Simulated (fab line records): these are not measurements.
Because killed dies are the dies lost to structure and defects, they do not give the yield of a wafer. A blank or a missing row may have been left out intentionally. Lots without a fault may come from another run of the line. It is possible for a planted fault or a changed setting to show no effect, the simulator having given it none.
Matching of chambers | flow nand-harc | 4 sister chambers for NHARC_A_CHANNEL_FILL_D1_CMP_10 on cmp-01
The step polishes, target thk 150 nm. 16 wafers are shown with their chamber, then 8 later ones without.

## EACH WAFER AND ITS CHAMBER
wafer  | chamber | motor-current-A (A) | slurry-flow-ml-min | time-to-endpoint-s (s)
L075.1 | 2       | 9.6                 | 150.5              | 14.3
L075.4 | 0       | 12.0                | 150.7              | 17.7
L075.6 | 2       | 10.2                | 150.3              | 14.7
L080.1 | 3       | 12.2                | 150.0              | 13.2
L080.2 | 2       | 10.2                | 150.7              | 13.9
L080.6 | 0       | 12.0                | 149.6              | 14.6
L085.1 | 2       | 10.1                | 150.7              | 17.5
L085.2 | 1       | 11.9                | 151.2              | 14.3
L085.3 | 3       | 10.9                | 149.8              | 15.7
L087.3 | 1       | 12.6                | 150.0              | 14.0
L087.5 | 1       | 13.5                | 150.3              | 13.2
L087.6 | 0       | 12.6                | 150.2              | 12.6
L089.1 | 3       | 11.7                | 149.2              | 11.6
L089.2 | 0       | 12.1                | 149.4              | 13.2
L089.4 | 2       | 10.2                | 149.8              | 16.3
L093.1 | 2       | 10.1                | 150.2              | 14.4

SIGNATURES (means of the wafers above)
reading            | chamber 0 | chamber 1 | chamber 2 | chamber 3 | scatter within a chamber
motor-current-A    | 12.175    | 12.667    | 10.067    | 11.600    | 0.471
slurry-flow-ml-min | 149.975   | 150.500   | 150.367   | 149.667   | 0.48
time-to-endpoint-s | 14.525    | 13.833    | 15.183    | 13.500    | 1.7
Rule: a wafer's distance from a chamber is the root of the sum, over the readings, of the square of ((its reading less the chamber's mean) divided by the reading's scatter). If the next closest chamber is less than 2 further off than the closest, the wafer can't be placed; otherwise it belongs to the closest. How the scatter is found: for the shown wafers, subtract from each reading the mean of its chamber, square and add these, divide the total by (wafers less chambers), then take the root.

## WAFERS WHOSE CHAMBER IS MISSING
wafer  | motor-current-A (A) | slurry-flow-ml-min | time-to-endpoint-s (s)
L093.3 | 12.9                | 149.8              | 15.5
L093.4 | 12.1                | 150.0              | 10.7
L094.1 | 12.3                | 149.4              | 14.0
L094.4 | 10.0                | 149.6              | 12.1
L094.5 | 12.3                | 149.6              | 13.3
L096.2 | 10.8                | 149.9              | 13.2
L096.3 | 11.8                | 149.3              | 14.4
L096.6 | 11.8                | 150.1              | 13.3

## WHICH CHAMBER EACH WENT THROUGH
wafer  | from the rows above          | in truth
L093.3 | can't be placed: 0 or 1 or 3 | 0
L093.4 | can't be placed: 3 or 0 or 1 | 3
L094.1 | can't be placed: 0 or 3 or 1 | 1
L094.4 | can't be placed: 2 or 3      | 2
L094.5 | can't be placed: 0 or 3 or 1 | 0
L096.2 | can't be placed: 3 or 2 or 0 | 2
L096.3 | can't be placed: 3 or 0      | 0
L096.6 | can't be placed: 3 or 0 or 1 | 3
Correct placement for 0 of the 8. From these rows, 8 cannot be placed; in 8 the true chamber is one of the candidates. Placed wrongly: 0.
